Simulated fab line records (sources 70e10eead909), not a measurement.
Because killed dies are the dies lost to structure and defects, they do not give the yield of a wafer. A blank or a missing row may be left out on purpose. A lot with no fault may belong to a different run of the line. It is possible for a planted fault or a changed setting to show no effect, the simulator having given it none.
What tool caused it? + flow nand-harc + 10 lots with 30 wafers sampled at 7 steps, on a route of 1159 steps

## WHAT EACH GAUGE READ, for each wafer
NHARC_A_M0_OVL_MEAS_10: pitch 160 nm. Usual: overlay-x-nm -0.2 nm, standard deviation 0.85; overlay-y-nm 0.0 nm, standard deviation 0.89.
| lot  | measured     | on         | overlay-x-nm (nm) | overlay-y-nm (nm) | flag |
|------|--------------|------------|-------------------|-------------------|------|
| L986 | day 18 10:42 | overlay-01 | 0.2 0.4 0.5       | -1.3 -1.5 -1.1    |      |
| L983 | day 18 15:19 | overlay-01 | -1.1 -0.8 -1.1    | 1.2 1.0 1.5       |      |
| L987 | day 19 00:59 | overlay-02 | -0.3 -0.2 -0.9    | 1.5 1.0 1.1       |      |
| L988 | day 19 14:53 | overlay-01 | -1.0 -0.2 -0.5    | -1.2 -1.1 -1.0    |      |
| L990 | day 20 00:41 | overlay-01 | 0.1 0.0 -0.6      | 1.3 1.0 0.9       |      |
| L999 | day 21 20:20 | overlay-01 | -0.5 -0.7 -0.9    | 0.8 1.2 0.8       |      |
| L100 | day 22 11:04 | overlay-02 | -0.3 0.1 -0.3     | -0.5 0.3 -0.5     |      |
| L102 | day 22 11:23 | overlay-01 | 0.5 0.3 0.8       | 0.4 0.6 0.6       |      |
| L101 | day 22 14:33 | overlay-02 | 0.2 1.0 1.3       | -1.1 -1.1 -1.0    |      |
| L103 | day 23 14:01 | overlay-01 | 1.3 0.2 0.3       | -0.1 -0.4 -0.2    |      |

NHARC_A_M0_THK_MEAS_24: measures by xrf. Usual: thk-nm reads 113.7 nm (standard deviation 1.5).
| lot  | measured     | on            | thk-nm (nm)       | flag |
|------|--------------|---------------|-------------------|------|
| L986 | day 18 13:07 | film-metro-02 | 115.5 114.5 114.1 |      |
| L983 | day 18 17:45 | film-metro-01 | 116.1 114.6 113.8 |      |
| L987 | day 19 03:27 | film-metro-01 | 29.5 29.4 29.2    | OFF  |
| L988 | day 19 17:32 | film-metro-02 | 28.5 32.2 31.1    | OFF  |
| L990 | day 20 03:06 | film-metro-01 | 114.9 114.9 112.2 |      |
| L999 | day 21 22:46 | film-metro-02 | 115.5 114.0 112.6 |      |
| L100 | day 22 13:38 | film-metro-01 | 112.7 112.7 112.7 |      |
| L102 | day 22 13:56 | film-metro-01 | 112.5 115.3 114.0 |      |
| L101 | day 22 16:58 | film-metro-01 | 113.4 113.6 114.0 |      |
| L103 | day 23 16:26 | film-metro-01 | 114.6 113.6 114.8 |      |

NHARC_END_SORT_01. Usual: defect-limited-yield 95.8 %, standard deviation 1.2; killed-at-array 24, standard deviation 7.4; killed-at-other 0.5, standard deviation 0.81; killed-at-periphery 3.4, standard deviation 2.3; killed-dies 28, standard deviation 8; killed-open 3.4, standard deviation 1.8; killed-short 2.0, standard deviation 1.4; sort_bin_2_pct 1.3 %, standard deviation 0.54; sort_bin_3_pct 0.23 %, standard deviation 0.2; sort_bin_4_pct 2.7 %, standard deviation 0.77; sort-n-pass 649, standard deviation 8; sort-rim-yield-pct 94.2 %, standard deviation 2.7; sort-yield-pct 95.8 %, standard deviation 1.2.
| lot  | measured     | on        | defect-limited-yield (%) | killed-at-array | killed-at-other | killed-at-periphery | killed-dies | killed-open | killed-short | sort_bin_2_pct (%) | sort_bin_3_pct (%) | sort_bin_4_pct (%) | sort-n-pass | sort-rim-yield-pct (%) | sort-yield-pct (%) | flag |
|------|--------------|-----------|--------------------------|-----------------|-----------------|---------------------|-------------|-------------|--------------|--------------------|--------------------|--------------------|-------------|------------------------|--------------------|------|
| L986 | day 20 09:31 | prober-02 | 95.7 94.7 95.7           | 23 32 25        | 0 0 0           | 6 4 4               | 29 36 29    | 8 5 3       | 2 3 2        | 1.5 2.1 0.9        | 0.15 0 0.44        | 2.7 3.2 3.0        | 648 641 648 | 95.3 90.6 96.2         | 95.7 94.7 95.7     |      |
| L987 | day 20 19:17 | prober-02 | 0 0 0                    | 673 676 676     | 0 0 0           | 4 1 1               | 677 677 677 | 6 3 2       | 1 2 2        | 96.5 97.2 98.2     | 0.15 0 0.44        | 3.4 2.8 1.3        | 0 0 0       | 0 0 0                  | 0 0 0              | OFF  |
| L988 | day 21 09:03 | prober-01 | 0 0 0                    | 676 675 675     | 0 1 1           | 1 1 1               | 677 677 677 | 3 0 2       | 1 1 3        | 97.3 96.6 95.7     | 0.15 0.30 0.30     | 2.5 3.1 4.0        | 0 0 0       | 0 0 0                  | 0 0 0              | OFF  |
| L990 | day 21 17:27 | prober-01 | 94.5 95.1 95.0           | 30 24 27        | 0 0 0           | 7 9 7               | 37 33 34    | 3 5 4       | 1 2 2        | 2.4 1.5 2.1        | 0.30 0.44 0.30     | 2.8 3.0 2.7        | 640 644 643 | 95.3 95.3 93.4         | 94.5 95.1 95.0     |      |
| L999 | day 23 19:01 | prober-02 | 93.6 95.0 95.7           | 34 28 22        | 0 0 0           | 9 6 7               | 43 34 29    | 3 4 3       | 2 3 0        | 0.7 1.8 1.9        | 1.18 0.59 0.15     | 4.4 2.7 2.2        | 634 643 648 | 91.5 88.7 93.4         | 93.6 95.0 95.7     |      |
| L100 | day 24 09:38 | prober-01 | 96.2 96.6 96.5           | 22 19 21        | 0 1 0           | 4 3 3               | 26 23 24    | 4 7 2       | 0 1 2        | 1.3 1.2 1.5        | 0.15 0 0           | 2.4 2.2 2.1        | 651 654 653 | 97.2 96.2 99.1         | 96.2 96.6 96.5     |      |
| L101 | day 24 19:04 | prober-01 | 95.6 93.9 95.6           | 25 32 28        | 0 0 0           | 5 9 2               | 30 41 30    | 4 6 3       | 2 3 2        | 1.3 1.9 0.9        | 0.30 0.59 0        | 2.8 3.5 3.5        | 647 636 647 | 89.6 91.5 96.2         | 95.6 93.9 95.6     |      |

## TOOL THAT RAN EACH LOT (tool first, then ch and the chambers of the sampled wafers, then the start)
| lot  | NHARC_A_BLC_CMP_25            | NHARC_A_M0_PVD_20                       | NHARC_A_M0_ECD_22              | NHARC_A_M0_CMP_23             |
|------|-------------------------------|-----------------------------------------|--------------------------------|-------------------------------|
| L986 | cmp-03 ch 0,1,2, day 18 09:22 | pvd-sputter-03, day 18 12:08 or earlier | ecd-cu-02 ch 0,1, day 18 12:08 | cmp-04 ch 0,1, day 18 12:48   |
| L983 | cmp-01 ch 0,1,2, day 18 13:43 | pvd-sputter-03, day 18 16:51 or earlier | ecd-cu-02 ch 0,1, day 18 16:51 | cmp-04 ch 2,3, day 18 17:26   |
| L987 | cmp-01 ch 0,1,2, day 18 23:01 | pvd-sputter-01, day 19 02:24 or earlier | ecd-cu-02 ch 0,1, day 19 02:24 | cmp-01 ch 0,1,2, day 19 03:08 |
| L988 | cmp-02 ch 0,1,2, day 19 13:31 | pvd-sputter-01, day 19 16:27 or earlier | ecd-cu-02 ch 0,1, day 19 16:27 | cmp-04 ch 0,2, day 19 17:14   |
| L990 | cmp-02 ch 2,3, day 19 23:12   | pvd-sputter-01, day 20 02:07 or earlier | ecd-cu-02 ch 0,1, day 20 02:07 | cmp-01 ch 0,1,2, day 20 02:50 |
| L999 | cmp-01 ch 0,1,3, day 21 18:55 | pvd-sputter-03, day 21 21:47 or earlier | ecd-cu-02 ch 1, day 21 21:47   | cmp-02 ch 0,1,3, day 21 22:31 |
| L100 | cmp-03 ch 1,3, day 22 09:48   | pvd-sputter-02, day 22 12:35 or earlier | ecd-cu-02 ch 0,1, day 22 12:35 | cmp-01 ch 1,2,3, day 22 13:21 |
| L102 | cmp-01 ch 0,1,3, day 22 09:59 | pvd-sputter-03, day 22 12:46 or earlier | ecd-cu-01 ch 0,1, day 22 12:46 | cmp-02 ch 0,2,3, day 22 13:38 |
| L101 | cmp-02 ch 0,3, day 22 13:08   | pvd-sputter-03, day 22 16:01 or earlier | ecd-cu-01 ch 0,1, day 22 16:01 | cmp-02 ch 1,2, day 22 16:39   |
| L103 | cmp-01 ch 1,3, day 23 12:37   | pvd-sputter-03, day 23 15:23 or earlier | ecd-cu-01 ch 0,1, day 23 15:23 | cmp-04 ch 1,3, day 23 16:07   |
- NHARC_A_BLC_CMP_25: polishes, t overpolish 30 s, target thk 150 nm.
- NHARC_A_M0_PVD_20: deposits TaN, target thk 5 nm, time 8.06 s.
- NHARC_A_M0_ECD_22: material Cu, target thk 400 nm.
- NHARC_A_M0_CMP_23: polishes, t overpolish 20 s, target thk 113.75 nm.

## WHAT THE TOOLS THEMSELVES READ (means of the sampled wafers that have a number; where no wafer has one, the mark that the record gives instead)
NHARC_A_BLC_CMP_25. Usual: motor-current-A 12.7 A, standard deviation 1.1; overpolish-run-s 29.999 s, standard deviation 0.0091; retaining-ring-pressure-frac 1.000, standard deviation 0.005; time-to-endpoint-s 30.3 s, standard deviation 2.6.
| lot  | tool   | motor-current-A (A) | overpolish-run-s (s) | retaining-ring-pressure-frac | time-to-endpoint-s (s) | flag |
|------|--------|---------------------|----------------------|------------------------------|------------------------|------|
| L986 | cmp-03 | 13.0                | 29.994               | 1.000                        | 30.2                   |      |
| L983 | cmp-01 | 12.6                | 29.997               | 1.000                        | 27.5                   |      |
| L987 | cmp-01 | 12.2                | 29.997               | 1.003                        | 30.0                   |      |
| L988 | cmp-02 | 11.9                | 29.999               | 1.004                        | 30.0                   |      |
| L990 | cmp-02 | 12.3                | 30.001               | 0.996                        | 28.9                   |      |
| L999 | cmp-01 | 12.9                | 29.997               | 0.995                        | 27.3                   |      |
| L100 | cmp-03 | 13.6                | 30.003               | 0.999                        | 35.0                   |      |
| L102 | cmp-01 | 13.2                | 29.997               | 1.001                        | 31.7                   |      |
| L101 | cmp-02 | 12.5                | 30.000               | 0.999                        | 28.5                   |      |
| L103 | cmp-01 | 12.7                | 29.997               | 1.004                        | 30.9                   |      |

NHARC_A_M0_PVD_20. Usual: bias-v 168.7 V, standard deviation 1.5; chamber-pressure-pa 0.12001 Pa, standard deviation 0.00023; throttle-valve-pct 29.6 %, standard deviation 1.
| lot  | tool           | bias-v (V) | chamber-pressure-pa (Pa) | throttle-valve-pct (%) | flag |
|------|----------------|------------|--------------------------|------------------------|------|
| L986 | pvd-sputter-03 | 168.4      | 0.11984                  | 29.0                   |      |
| L983 | pvd-sputter-03 | 167.0      | 0.11999                  | 28.9                   |      |
| L987 | pvd-sputter-01 | 169.2      | 0.11980                  | 29.8                   |      |
| L988 | pvd-sputter-01 | 168.5      | 0.12022                  | 29.8                   |      |
| L990 | pvd-sputter-01 | 170.1      | 0.11984                  | 29.3                   |      |
| L999 | pvd-sputter-03 | 168.1      | 0.11975                  | 29.4                   |      |
| L100 | pvd-sputter-02 | 167.9      | 0.12035                  | 30.7                   |      |
| L102 | pvd-sputter-03 | 169.7      | 0.11995                  | 29.2                   |      |
| L101 | pvd-sputter-03 | 169.3      | 0.11996                  | 28.3                   |      |
| L103 | pvd-sputter-03 | 169.8      | 0.11995                  | 30.1                   |      |

NHARC_A_M0_ECD_22. Usual: bath-heat-duty-pct 6.9 %, standard deviation 1; bath-temp-c 25.00 C, standard deviation 0.099.
| lot  | tool      | bath-heat-duty-pct (%) | bath-temp-c (C) | flag |
|------|-----------|------------------------|-----------------|------|
| L986 | ecd-cu-02 | 6.4                    | 24.93           |      |
| L983 | ecd-cu-02 | 6.9                    | 25.13           |      |
| L987 | ecd-cu-02 | -                      | -               | OFF  |
| L988 | ecd-cu-02 | -                      | -               | OFF  |
| L990 | ecd-cu-02 | 6.7                    | 25.01           |      |
| L999 | ecd-cu-02 | 6.7                    | 25.04           |      |
| L100 | ecd-cu-02 | 6.4                    | 25.05           |      |
| L102 | ecd-cu-01 | 7.8                    | 24.88           |      |
| L101 | ecd-cu-01 | 7.6                    | 24.95           |      |
| L103 | ecd-cu-01 | 7.1                    | 24.99           |      |

NHARC_A_M0_CMP_23. Usual: motor-current-A 12.8 A, standard deviation 1.3; retaining-ring-pressure-frac 1.000, standard deviation 0.0054; time-to-endpoint-s 28.8 s, standard deviation 2.1.
| lot  | tool   | motor-current-A (A) | retaining-ring-pressure-frac | time-to-endpoint-s (s) | flag |
|------|--------|---------------------|------------------------------|------------------------|------|
| L986 | cmp-04 | 14.9                | 1.000                        | 28.2                   |      |
| L983 | cmp-04 | 11.8                | 0.999                        | 26.8                   |      |
| L987 | cmp-01 | 12.7                | 0.998                        | 1.2                    | OFF  |
| L988 | cmp-04 | 12.4                | 1.002                        | 1.9                    | OFF  |
| L990 | cmp-01 | 13.1                | 0.999                        | 25.9                   |      |
| L999 | cmp-02 | 12.3                | 0.998                        | 30.6                   |      |
| L100 | cmp-01 | 12.7                | 0.997                        | 31.5                   |      |
| L102 | cmp-02 | 12.2                | 0.997                        | 26.7                   |      |
| L101 | cmp-02 | 12.0                | 1.003                        | 27.6                   |      |
| L103 | cmp-04 | 13.6                | 1.000                        | 30.6                   |      |

## THE ANSWER, worked out from the rows above alone
Rule: a lot is off if the mean of its wafers that have a number lies more than 3 standard deviations from the usual mean. A lot without any number at a reading at which 4 lots or more have one is off too. The other lots that the step has rows for count as sound. First the gauges in route order, then the tools' own readings, where a lot's mean is used as printed above. The first step at which some lot is off is used, and at that step the reading that is off furthest; a lot without a number counts as furthest.
Off: L987, L988, at NHARC_A_M0_THK_MEAS_24 (thk-nm).
If a tool, at a process step before that reading, ran all the lots that are off and no sound lot after the first of them, it fits. The gauges at NHARC_A_M0_THK_MEAS_24 aren't tried: what is off there is off at NHARC_END_SORT_01 too, on other tools, and a gauge's error can't cause that. NHARC_A_M0_PVD_20: start missing for some lots; hours and lot order therefore follow NHARC_A_M0_ECD_22. Of those tried, none fits.

## WHAT THE SIMULATOR PUT IN
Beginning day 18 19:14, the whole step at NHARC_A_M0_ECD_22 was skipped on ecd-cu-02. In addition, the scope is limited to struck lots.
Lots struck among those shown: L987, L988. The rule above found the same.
